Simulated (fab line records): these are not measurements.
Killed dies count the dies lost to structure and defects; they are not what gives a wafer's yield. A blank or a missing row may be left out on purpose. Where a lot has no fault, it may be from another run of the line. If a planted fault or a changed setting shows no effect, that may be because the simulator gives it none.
fab line records ; flow nand_harc
record lots=12; wafers=36; last_day=24
route steps=1159 shown P_GATE@200 P_CONTACT@236 END@1159
lots that met no fault: taken from a fault-free run of the same line
start_h: hours from the record's opening day to when the first of the lot's shown wafers began ; wait_h: how many hours have passed since the lot's step before this one ; " the same as in the row above ; L1.1+2: several wafers, shown together as one row ; - no value, or no start given ; * or withheld: withheld ; < > ~ a bound
route shown NAME@n: NAME is a module with steps in the file, n the number in the route of the first one ; usual: mean/standard deviation taken from wafers without a fault ; same: alike in all rows ; chamber/n: place in a boat ; sites: per-site readings ; _std_site: their standard deviation ; _edge_site: inner sites' mean taken away from outer sites' mean ; radius_mm: how far each site lies from the wafer's centre ; mask NAME#n: copy n ; behind: the last tool/chamber to shape the wafer ; hold: what put the lot on hold/how long, in hours/how the hold closed ; device: the transistor (n, p or np) that didn't switch ; end of line: the tests these same wafers got at the end of their route ; a step without rows: its recipe alone ; killed: not the wafer's yield, but the dies lost to structure and defects at the first sort ; map: shows each die of a wafer: x if killed, . if not, _ if none is there
set.NAME: the setting that was run; set.NAME@STEP: the one run at that earlier step ; model.NAME: the simulator's own value behind a step, which no gauge read
one table for each step of the route and one row for each wafer, over a sample of lots
services: when a tool's chamber went out of use (start_h, in hours from the record's first day, below 0 if earlier), for how many hours, and the reason
## steps
# step NHARC_P_GATE_CD_MEAS_91
# recipe target_cd_nm=2000; landing_energy_ev=500
# usual cd_nm=1999.3/1.4
lot.wafer;tool;chamber;start_h;wait_h;cd_nm
L641.1;cd_sem-01;0;101.69;-;1998.2
L641.4;cd_sem-01;0;101.69;-;1998.4
L641.6;cd_sem-01;0;101.69;-;1998.2
L645.1;cd_sem-01;0;127.93;-;2001.0
L645.2;cd_sem-01;0;127.93;-;2000.7
L645.3;cd_sem-01;0;127.93;-;2000.6
L646.2;cd_sem-02;0;134.15;-;1998.7
L646.4;cd_sem-02;0;134.15;-;1999.8
L646.6;cd_sem-02;0;134.15;-;2000.4
L651.3;cd_sem-01;0;160.71;-;1998.1
L651.5;cd_sem-01;0;160.71;-;1999.5
L651.6;cd_sem-01;0;160.71;-;1997.8
L654.1;cd_sem-03;0;183.64;-;1998.7
L654.2;cd_sem-03;0;183.64;-;1998.6
L654.4;cd_sem-03;0;183.64;-;1999.4
L655.1;cd_sem-02;0;190.91;-;1999.6
L655.3;cd_sem-02;0;190.91;-;1999.5
L655.4;cd_sem-02;0;190.91;-;1999.3
L656.3;cd_sem-01;0;191.53;-;1998.9
L656.4;cd_sem-01;0;191.53;-;1998.6
L656.5;cd_sem-01;0;191.53;-;1998.8
L657.1;cd_sem-03;0;201.67;-;1997.1
L657.3;cd_sem-03;0;201.67;-;1998.6
L657.4;cd_sem-03;0;201.67;-;1998.6
L658.1;cd_sem-01;0;206.71;-;1998.9
L658.2;cd_sem-01;0;206.71;-;1996.3
L658.3;cd_sem-01;0;206.71;-;1997.5
L659.1;cd_sem-01;0;212.89;-;1996.3
L659.4;cd_sem-01;0;212.89;-;1996.8
L659.5;cd_sem-01;0;212.89;-;1998.4
L663.1;cd_sem-03;0;237.13;-;2000.9
L663.3;cd_sem-03;0;237.13;-;2000.7
L663.4;cd_sem-03;0;237.13;-;2002.5
L664.1;cd_sem-03;0;244.39;-;2000.6
L664.4;cd_sem-03;0;244.39;-;1998.9
L664.5;cd_sem-03;0;244.39;-;2000.3
# step NHARC_P_GATE_RTA_64
# recipe temp_c=1050; time_s=1
# usual lamp_power_pct=32/3.7; wafer_temp_C_max=1055.3/1.6
lot.wafer;tool;chamber;start_h;wait_h;lamp_power_pct;wafer_temp_C_max
L641.1;rtp_anneal-01;0;103.52;-;30;1055.2
L641.4;rtp_anneal-01;0;103.52;-;30;1058.6
L641.6;rtp_anneal-01;0;103.52;-;30;1055.4
L645.1;rtp_anneal-01;0;129.76;-;30;1056.4
L645.2;rtp_anneal-01;0;129.76;-;30;1054.9
L645.3;rtp_anneal-01;0;129.76;-;30;1056.8
L646.2;rtp_anneal-02;0;136.03;-;38;1053.2
L646.4;rtp_anneal-02;0;136.03;-;38;1056.5
L646.6;rtp_anneal-02;0;136.03;-;38;1053.1
L651.3;rtp_anneal-01;0;162.66;-;30;1056.1
L651.5;rtp_anneal-01;0;162.66;-;30;1054.7
L651.6;rtp_anneal-01;0;162.66;-;30;1056.0
L654.1;rtp_anneal-02;0;185.47;-;37;1054.1
L654.2;rtp_anneal-02;0;185.47;-;37;1053.6
L654.4;rtp_anneal-02;0;185.47;-;38;1053.5
L655.1;rtp_anneal-02;0;192.72;-;38;1051.4
L655.3;rtp_anneal-02;0;192.72;-;38;1052.4
L655.4;rtp_anneal-02;0;192.72;-;38;1054.5
L656.3;rtp_anneal-01;0;193.88;-;30;1055.4
L656.4;rtp_anneal-01;0;193.88;-;30;1056.1
L656.5;rtp_anneal-01;0;193.88;-;30;1058.4
L657.1;rtp_anneal-01;0;203.48;-;30;1056.3
L657.3;rtp_anneal-01;0;203.48;-;30;1055.4
L657.4;rtp_anneal-01;0;203.48;-;30;1057.5
L658.1;rtp_anneal-02;0;208.53;-;37;1054.4
L658.2;rtp_anneal-02;0;208.53;-;38;1053.8
L658.3;rtp_anneal-02;0;208.53;-;37;1055.1
L659.1;rtp_anneal-01;0;215.02;-;30;1058.6
L659.4;rtp_anneal-01;0;215.02;-;30;1055.1
L659.5;rtp_anneal-01;0;215.02;-;30;1054.4
L663.1;rtp_anneal-02;0;239.06;-;37;1054.8
L663.3;rtp_anneal-02;0;239.06;-;38;1053.1
L663.4;rtp_anneal-02;0;239.06;-;37;1055.3
L664.1;rtp_anneal-02;0;246.28;-;38;1054.0
L664.4;rtp_anneal-02;0;246.28;-;38;1055.3
L664.5;rtp_anneal-02;0;246.28;-;38;1051.9
# step NHARC_P_CONTACT_ETCH_35
# recipe target_depth_a=390; over_etch_frac=0.3; time_s=65; ion_energy_ev=80; cf4_flow_sccm=150; ar_flow_sccm=0; rf_w=300; bias_w=100; chemistry=CF4
# usual bias_w=99.98/0.28; cf4_flow_sccm=149.9/0.49; drypump_motor_current_A=5.8/0.52; oes_product_au=0.996/0.0069; rf_vpp_V=151.2/1.4; showerhead_plenum_p_Torr=1.77/0.073; throttle_valve_pct=13.284/0.0086
lot.wafer;tool;chamber;start_h;wait_h;bias_w;cf4_flow_sccm;drypump_motor_current_A;oes_product_au;rf_hours_counter_h;rf_vpp_V;showerhead_plenum_p_Torr;throttle_valve_pct
L641.4;rie_diel-06;3;106.74;0.1;100.62;151.1;4.7;1.000;8;152.3;1.91;13.291
L641.1;rie_diel-06;2;106.74;0.1;99.88;150.2;5.3;1.004;8;151.5;1.91;13.282
L641.6;rie_diel-06;3;106.74;0.1;100.45;150.2;4.7;0.999;-;153.5;1.91;13.276
L645.1;rie_diel-05;3;132.82;0.1;99.69;149.4;5.7;0.988;12;148.0;1.66;13.289
L645.3;rie_diel-05;0;132.82;0.1;100.48;149.3;5.3;0.987;12;150.9;1.78;13.281
L645.2;rie_diel-05;1;132.82;0.1;99.94;150.5;5.4;0.997;11;149.5;1.71;13.269
L646.2;rie_diel-05;1;139.32;0.1;100.31;150.2;5.4;0.997;13;149.7;1.71;13.280
L646.4;rie_diel-05;2;139.32;0.1;100.01;149.3;6.2;0.986;-;152.5;1.86;13.288
L646.6;rie_diel-05;1;139.32;0.1;100.58;150.1;5.4;1.006;-;149.6;1.71;13.280
L651.3;rie_diel-12;2;166.19;0.1;100.02;149.9;5.8;1.003;14;151.0;1.71;13.277
L651.5;rie_diel-12;3;166.19;0.1;99.75;149.5;5.7;0.988;-;152.9;1.83;13.294
L651.6;rie_diel-12;0;166.19;0.1;99.96;148.9;6.7;1.005;-;150.8;1.72;13.275
L654.1;rie_diel-05;1;188.65;0.1;100.25;149.9;5.4;0.999;1;151.4;1.71;13.283
L654.2;rie_diel-05;3;188.65;0.1;99.92;149.3;5.6;1.006;1;148.9;1.65;13.285
L654.4;rie_diel-05;1;188.65;0.1;100.27;149.8;5.4;0.991;-;150.9;1.71;13.280
L655.1;rie_diel-06;3;196.25;0.1;100.07;150.4;4.7;0.991;43;153.5;1.90;13.280
L655.4;rie_diel-06;1;196.25;0.1;99.82;150.1;5.2;1.005;44;151.0;1.79;13.287
L655.3;rie_diel-06;2;196.25;0.1;99.96;150.0;5.3;0.993;43;153.4;1.90;13.283
L656.4;rie_diel-12;2;197.24;0.1;100.30;149.2;5.8;0.996;18;150.4;1.71;13.278
L656.3;rie_diel-12;3;197.24;0.1;100.26;149.7;5.7;0.993;18;151.9;1.83;13.299
L656.5;rie_diel-12;2;197.24;0.1;100.18;150.4;5.7;0.996;-;151.4;1.71;13.272
L657.3;rie_diel-05;2;206.54;0.1;99.69;149.8;6.2;0.988;3;153.8;1.86;13.289
L657.1;rie_diel-05;3;206.54;0.1;100.13;149.6;5.6;1.001;4;149.6;1.65;13.295
L657.4;rie_diel-05;2;206.54;0.1;99.97;149.9;6.2;1.001;-;152.5;1.86;13.281
L658.1;rie_diel-12;0;211.82;0.1;99.70;150.9;6.7;0.989;0;149.3;1.72;13.275
L658.2;rie_diel-12;1;211.82;0.1;100.04;149.3;5.4;1.008;0;152.3;1.83;13.280
L658.3;rie_diel-12;2;211.82;0.1;99.50;150.3;5.8;1.003;0;149.5;1.71;13.289
L659.4;rie_diel-12;2;218.38;0.1;99.51;150.1;5.8;0.997;1;150.9;1.71;13.277
L659.1;rie_diel-12;3;218.38;0.1;100.54;150.1;5.7;0.991;1;153.0;1.83;13.289
L659.5;rie_diel-12;0;218.38;0.1;100.38;150.6;6.7;0.982;-;151.9;1.72;13.294
L663.1;rie_diel-05;0;242.22;0.1;99.75;150.0;5.3;0.983;8;152.0;1.77;13.286
L663.3;rie_diel-05;1;242.22;0.1;100.20;150.1;5.4;0.991;7;151.5;1.71;13.273
L663.4;rie_diel-05;2;242.22;0.1;100.06;150.2;6.2;0.993;8;154.8;1.86;13.289
L664.4;rie_diel-12;2;249.71;0.1;99.94;150.0;5.8;0.994;4;150.7;1.71;13.292
L664.1;rie_diel-12;3;249.71;0.1;99.74;149.4;5.7;0.985;5;152.1;1.83;13.290
L664.5;rie_diel-12;3;249.71;0.1;100.16;150.2;5.7;0.992;-;150.8;1.83;13.289
# step NHARC_P_CONTACT_ETCH_18
# recipe target_depth_a=4810; time_s=240.5; c4f8_flow_sccm=20; o2_flow_sccm=10; ar_flow_sccm=withheld; rf_w=600; bias_w=1500; chemistry=C4F8/O2/Ar
# usual bias_w=1500/4.2; chamber_pressure_mTorr=25.003/0.023; oes_product_au=0.961/0.017; rf_vpp_V=978/5.8
lot.wafer;tool;chamber;start_h;wait_h;bias_w;chamber_pressure_mTorr;oes_product_au;rf_hours_counter_h;rf_vpp_V
L641.4;rie_diel-06;0;108.63;-;1503;25.041;0.968;11;987
L641.1;rie_diel-06;2;108.63;-;1492;24.990;0.973;9;987
L641.6;rie_diel-06;0;108.63;-;1499;25.021;0.972;-;987
L645.2;rie_diel-05;3;133.20;-;1496;25.020;0.954;12;969
L645.3;rie_diel-05;0;133.20;-;1500;25.000;0.956;12;978
L645.1;rie_diel-05;1;133.20;-;1504;25.019;0.974;12;972
L646.2;rie_diel-05;1;139.82;-;1500;25.012;0.963;13;972
L646.6;rie_diel-05;2;139.82;-;1498;25.004;0.963;-;984
L646.4;rie_diel-05;3;139.82;-;1503;24.996;0.959;-;969
L651.3;rie_diel-12;0;166.60;-;-;-;-;-;-
L651.6;rie_diel-12;2;166.60;-;-;-;-;-;-
L651.5;rie_diel-12;3;166.60;-;-;-;-;-;-
L654.1;rie_diel-05;3;189.12;-;-;-;-;-;-
L654.2;rie_diel-05;1;189.12;-;-;-;-;-;-
L654.4;rie_diel-05;2;189.12;-;-;-;-;-;-
L655.3;rie_diel-06;1;197.18;-;1497;25.008;0.926;45;980
L655.4;rie_diel-06;2;197.18;-;1502;25.000;0.939;43;989
L655.1;rie_diel-06;0;197.18;-;1494;25.031;0.932;45;985
L656.4;rie_diel-12;3;197.64;-;1504;25.002;0.967;18;982
L656.3;rie_diel-12;1;197.64;-;1495;25.016;0.959;14;985
L656.5;rie_diel-12;3;197.64;-;1500;24.994;0.970;-;984
L657.3;rie_diel-05;2;207.00;-;1500;24.991;0.952;3;985
L657.1;rie_diel-05;3;207.00;-;1497;24.982;0.957;4;968
L657.4;rie_diel-05;0;207.00;-;1499;25.019;0.964;-;978
L658.3;rie_diel-12;2;212.21;-;1501;25.033;0.956;0;972
L658.1;rie_diel-12;0;212.21;-;1496;24.982;0.974;0;976
L658.2;rie_diel-12;1;212.21;-;1497;24.979;0.967;0;984
L659.1;rie_diel-12;1;218.77;-;1506;24.969;0.978;1;983
L659.4;rie_diel-12;0;218.77;-;1490;25.034;0.954;1;974
L659.5;rie_diel-12;2;218.77;-;1499;25.008;0.966;-;972
L663.3;rie_diel-05;0;242.62;-;1497;24.989;0.953;9;978
L663.1;rie_diel-05;2;242.62;-;1497;24.988;0.970;8;985
L663.4;rie_diel-05;3;242.62;-;1508;25.014;0.959;8;969
L664.4;rie_diel-12;1;250.12;-;1500;25.042;0.980;4;982
L664.1;rie_diel-12;3;250.12;-;1503;25.002;0.957;5;983
L664.5;rie_diel-12;0;250.12;-;1501;25.022;0.966;-;973
# step NHARC_END_SORT_01
# recipe temp_c=25
# usual killed_at_array=26/9.6; killed_at_other=0.7/0.92; killed_at_periphery=3.8/2.7; killed_dies=31/10; killed_open=3.3/1.7; killed_short=1.8/1.3
# same gross_dies=677
lot.wafer;tool;chamber;start_h;wait_h;hold;killed_at_array;killed_at_other;killed_at_periphery;killed_dies;killed_open;killed_short
L641.1;prober-01;0;459.63;2.5;-;13;2;3;18;4;2
L641.4;prober-01;0;462.07;3.4;-;15;0;3;18;5;4
L641.6;prober-01;0;463.69;4.1;-;12;2;2;16;6;0
L645.1;prober-02;0;459.76;2.5;-;31;1;1;33;4;3
L645.2;prober-02;0;460.57;2.8;-;30;2;2;34;3;0
L645.3;prober-02;0;461.39;3.1;-;28;0;3;31;0;0
L651.3;prober-02;0;487.72;3.1;await_dispo/3.4h/scrap;27;0;650;677;0;1
L651.5;prober-02;0;489.34;3.7;await_dispo/3.4h/scrap;29;0;648;677;4;1
L651.6;prober-02;0;490.16;4.1;await_dispo/3.4h/scrap;33;0;644;677;2;1
L654.1;prober-01;0;505.73;2.5;await_dispo/3.5h/scrap;13;0;664;677;0;1
L654.2;prober-01;0;506.53;2.8;await_dispo/3.5h/scrap;16;0;661;677;6;1
L654.4;prober-01;0;508.12;3.4;await_dispo/3.5h/scrap;17;0;660;677;4;3
L655.1;prober-02;0;522.05;2.5;-;18;0;1;19;5;0
L655.3;prober-02;0;523.67;3.1;-;24;0;1;25;4;0
L655.4;prober-02;0;524.49;3.5;-;25;1;4;30;8;1
L656.3;prober-01;0;536.09;3.1;-;39;2;5;46;3;3
L656.4;prober-01;0;536.89;3.4;-;39;4;5;48;2;1
L656.5;prober-01;0;537.68;3.7;-;38;2;3;43;3;3
L658.1;prober-01;0;544.71;2.5;-;33;1;18;52;5;1
L658.2;prober-01;0;545.52;2.8;-;25;1;12;38;1;1
L658.3;prober-01;0;546.32;3.1;-;44;2;9;55;2;4
L657.1;prober-02;0;544.73;2.5;-;16;0;1;17;1;3
L657.3;prober-02;0;546.29;3.1;-;17;0;2;19;1;4
L657.4;prober-02;0;547.07;3.4;-;11;0;0;11;3;0
# killed by level:class
L641.1 A_CONTACT:chamber_film_flake=5 A_CONTACT:geometric_particle:open=2 A_STAIRCASE:chamber_film_flake=2 THIN_TSV:chamber_film_flake=2 P_M0:geometric_particle:open=1 P_M1:geometric_particle:open=1 A_ONON_D1:geometric_particle:short=1 A_BLC:geometric_particle:short=1
L645.1 A_CHANNEL_HOLE_D1:chamber_film_flake=14 A_SLIT:chamber_film_flake=7 A_WL_FILL:chamber_film_flake=3 A_ONON_D1:geometric_particle:open=2 A_M0:geometric_particle:open=2 P_CONTACT:geometric_particle:short=1 A_CHANNEL_HOLE_D1:geometric_particle:short=1 A_SGD_CUT:geometric_particle:short=1
L645.2 A_CHANNEL_HOLE_D1:chamber_film_flake=19 A_SLIT:chamber_film_flake=6 A_CONTACT:geometric_particle:open=2 THIN_TSV:chamber_film_flake=2 P_M0:geometric_particle:open=1 P_GATE:chamber_film_flake=1 A_ZERO_WELL:chamber_film_flake=1 A_STAIRCASE:chamber_film_flake=1
L645.3 A_CHANNEL_HOLE_D1:chamber_film_flake=18 A_SLIT:chamber_film_flake=7 P_STI:chamber_film_flake=3 A_WL_FILL:chamber_film_flake=2 A_STAIRCASE:chamber_film_flake=1
L641.4 A_STAIRCASE:chamber_film_flake=3 A_WL_FILL:geometric_particle:open=2 A_CONTACT:chamber_film_flake=2 P_M0:geometric_particle:short=1 A_ONON_D1:geometric_particle:open=1 A_CHANNEL_FILL_D1:geometric_particle:open=1 A_CHANNEL_FILL_D1:geometric_particle:short=1 A_CONTACT:geometric_particle:short=1
L641.6 A_CONTACT:geometric_particle:open=4 A_STAIRCASE:chamber_film_flake=3 A_CONTACT:chamber_film_flake=3 P_STI:chamber_film_flake=2 A_M0:geometric_particle:open=1 STARTING-WAFER:geometric_particle:open=1 A_CHANNEL_HOLE_D1:chamber_film_flake=1 THIN_TSV:chamber_film_flake=1
L651.3 P_CONTACT:area_etch=647 A_CHANNEL_HOLE_D1:chamber_film_flake=16 A_SLIT:chamber_film_flake=8 A_ZERO_WELL:chamber_film_flake=3 P_GATE:geometric_particle:short=1 P_ZERO_WELL:chamber_film_flake=1 P_GATE:chamber_film_flake=1
L651.5 P_CONTACT:area_etch=643 A_CHANNEL_HOLE_D1:chamber_film_flake=18 A_SLIT:chamber_film_flake=6 P_GATE:geometric_particle:open=2 P_GATE:chamber_film_flake=2 P_CONTACT:geometric_particle:open=1 A_WL_FILL:geometric_particle:short=1 A_CONTACT:geometric_particle:open=1
L651.6 P_CONTACT:area_etch=642 A_CHANNEL_HOLE_D1:chamber_film_flake=15 A_SLIT:chamber_film_flake=9 A_ZERO_WELL:chamber_film_flake=3 A_SGD_CUT:chamber_film_flake=2 P_M0:geometric_particle:open=1 A_ONON_D1:geometric_particle:open=1 A_CHANNEL_FILL_D1:geometric_particle:short=1
L654.1 P_CONTACT:area_etch=663 A_CONTACT:chamber_film_flake=6 A_ZERO_WELL:chamber_film_flake=2 A_CHANNEL_HOLE_D1:chamber_film_flake=2 A_STAIRCASE:chamber_film_flake=2 A_SOURCE_PLATE:geometric_particle:short=1 P_GATE:chamber_film_flake=1
L654.2 P_CONTACT:area_etch=658 A_CONTACT:chamber_film_flake=4 P_M0:chamber_film_flake=3 A_CHANNEL_HOLE_D1:chamber_film_flake=3 A_CHANNEL_FILL_D1:geometric_particle:open=2 A_CHANNEL_FILL_D1:geometric_particle:short=1 A_SGD_CUT:geometric_particle:open=1 A_WL_FILL:geometric_particle:open=1
L654.4 P_CONTACT:area_etch=658 A_CONTACT:chamber_film_flake=7 P_M0:geometric_particle:open=1 A_CHANNEL_FILL_D1:geometric_particle:open=1 A_CHANNEL_FILL_D1:geometric_particle:short=1 A_SGD_CUT:geometric_particle:open=1 A_SGD_CUT:geometric_particle:short=1 A_WL_FILL:geometric_particle:short=1
L655.1 A_CHANNEL_HOLE_D1:chamber_film_flake=6 A_CONTACT:geometric_particle:open=4 A_CONTACT:chamber_film_flake=3 A_STAIRCASE:chamber_film_flake=2 A_CHANNEL_FILL_D1:geometric_particle:open=1 P_ZERO_WELL:chamber_film_flake=1 A_SLIT:chamber_film_flake=1 A_BONDPAD:chamber_film_flake=1
L655.3 A_CHANNEL_HOLE_D1:chamber_film_flake=5 A_CONTACT:chamber_film_flake=5 A_CHANNEL_FILL_D1:chamber_film_flake=4 A_CONTACT:geometric_particle:open=2 A_M0:geometric_particle:open=2 A_ZERO_WELL:chamber_film_flake=2 A_SLIT:chamber_film_flake=2 P_CONTACT:chamber_film_flake=1
L655.4 A_CHANNEL_HOLE_D1:chamber_film_flake=9 A_STAIRCASE:chamber_film_flake=3 A_WL_FILL:chamber_film_flake=3 P_CONTACT:geometric_particle:open=2 A_CHANNEL_FILL_D1:chamber_film_flake=2 A_CONTACT:chamber_film_flake=2 P_GATE:geometric_particle:open=1 P_M0:geometric_particle:open=1
L656.3 A_CHANNEL_HOLE_D1:chamber_film_flake=18 A_SLIT:chamber_film_flake=8 A_STAIRCASE:chamber_film_flake=6 P_CONTACT:geometric_particle:short=2 A_ZERO_WELL:chamber_film_flake=2 A_CONTACT:chamber_film_flake=2 THIN_TSV:chamber_film_flake=2 P_CONTACT:geometric_particle:open=1
L656.4 A_CHANNEL_HOLE_D1:chamber_film_flake=15 A_SLIT:chamber_film_flake=10 A_STAIRCASE:chamber_film_flake=7 THIN_TSV:chamber_film_flake=4 A_CONTACT:chamber_film_flake=3 P_STI:chamber_film_flake=2 P_CONTACT:geometric_particle:short=1 A_CONTACT:geometric_particle:open=1
L656.5 A_CHANNEL_HOLE_D1:chamber_film_flake=15 A_SLIT:chamber_film_flake=10 A_STAIRCASE:chamber_film_flake=5 THIN_TSV:chamber_film_flake=2 P_CONTACT:geometric_particle:short=1 A_CHANNEL_FILL_D1:geometric_particle:short=1 A_CONTACT:geometric_particle:open=1 A_BLC:geometric_particle:short=1
L658.1 A_CHANNEL_HOLE_D1:chamber_film_flake=22 P_CONTACT:chamber_film_flake=11 A_CONTACT:chamber_film_flake=5 P_STI:chamber_film_flake=4 A_CONTACT:geometric_particle:open=2 P_GATE:geometric_particle:open=1 P_CONTACT:geometric_particle:open=1 A_WL_FILL:geometric_particle:open=1
L657.1 A_STAIRCASE:chamber_film_flake=6 A_CHANNEL_HOLE_D1:chamber_film_flake=3 A_CONTACT:chamber_film_flake=3 P_GATE:geometric_particle:short=1 A_CHANNEL_HOLE_D1:geometric_particle:short=1 A_WL_FILL:geometric_particle:open=1 A_CONTACT:geometric_particle:short=1 A_CHANNEL_FILL_D1:chamber_film_flake=1
L658.2 A_CHANNEL_HOLE_D1:chamber_film_flake=17 P_CONTACT:chamber_film_flake=7 A_CONTACT:chamber_film_flake=5 P_STI:chamber_film_flake=4 P_M2:geometric_particle:open=1 A_CONTACT:geometric_particle:short=1 A_WL_FILL:chamber_film_flake=1 A_M0:chamber_film_flake=1
L657.3 A_CONTACT:chamber_film_flake=4 A_CHANNEL_FILL_D1:geometric_particle:short=3 A_CHANNEL_HOLE_D1:chamber_film_flake=3 P_ZERO_WELL:chamber_film_flake=2 A_CHANNEL_FILL_D1:chamber_film_flake=2 A_STAIRCASE:chamber_film_flake=2 A_ONON_D1:geometric_particle:open=1 A_CONTACT:geometric_particle:short=1
L658.3 A_CHANNEL_HOLE_D1:chamber_film_flake=30 P_STI:chamber_film_flake=5 A_CONTACT:chamber_film_flake=4 A_STAIRCASE:chamber_film_flake=3 THIN_TSV:chamber_film_flake=2 P_GATE:geometric_particle:open=1 P_CONTACT:geometric_particle:short=1 P_M2:geometric_particle:short=1
L657.4 A_CHANNEL_HOLE_D1:chamber_film_flake=4 A_CONTACT:chamber_film_flake=4 A_CONTACT:geometric_particle:open=2 A_ONON_D1:geometric_particle:open=1
## services
tool;chamber;start_h;hours;kind
rie_diel-05;1;79.95;10.7;repair
rie_diel-12;0;83.46;-;clean
rie_diel-12;1;83.46;-;clean
rie_diel-12;2;83.46;-;clean
rie_diel-12;3;83.46;-;clean
rie_diel-05;0;93.63;-;clean
rie_diel-05;1;93.63;-;clean
rie_diel-05;2;93.63;-;clean
rie_diel-05;3;93.63;-;clean
rie_diel-12;0;107.96;-;clean
rie_diel-12;1;107.96;-;clean
rie_diel-12;2;107.96;-;clean
rie_diel-12;3;107.96;-;clean
rie_diel-05;0;118.16;-;clean
rie_diel-05;0;137.20;12.3;repair
rie_diel-05;3;148.56;6.0;repair
rie_diel-05;-;163.60;9.0;pm
rie_diel-06;-;165.24;0.6;repair
rie_diel-05;2;182.64;6.3;repair
rie_diel-12;-;186.53;0.4;repair
rie_diel-05;1;199.10;10.0;repair
rie_diel-06;-;199.66;3.1;repair
rie_diel-12;-;202.45;9.0;pm
rie_diel-06;-;241.85;9.0;pm
## key
first_sign step=NHARC_P_CONTACT_ETCH_18; reading=tool_record; direction=missing
effect step=NHARC_END_SORT_01; reading=killed_at_periphery; direction=up; sigmas=99+; usual=3.8; struck=654.5
more_kills_born_at NHARC_P_CONTACT_ETCH_18@rie_diel-05=1979; NHARC_P_CONTACT_ETCH_18@rie_diel-12=1932
met_at NHARC_P_CONTACT_ETCH_18
struck_lots L651,L654
later_rows_left_out L651.3,L651.5,L651.6,L654.1,L654.2,L654.4
tester_left_out L651,L654
not_acting_at NHARC_P_GATE_CD_MEAS_91,NHARC_P_GATE_RTA_64,NHARC_P_CONTACT_ETCH_35
onset_between 139.82 166.60
fault kind=skipped_step_whole; tool=rie_diel-05,rie_diel-12; chamber=-; onset_h=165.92; steps=NHARC_P_CONTACT_ETCH_18; scope=struck_lots_only
# tester_left_out: of these lots the tester's yield and bins aren't shown, on N5 and GAA mostly nor the transistor test; their killed dies are dies lost to structure and defects alone, not to doping, threshold or leakage, so they don't give the yield
# later_rows_left_out: the simulator's readings of these wafers behind a module that went badly wrong aren't trusted and aren't shown, but for the sort
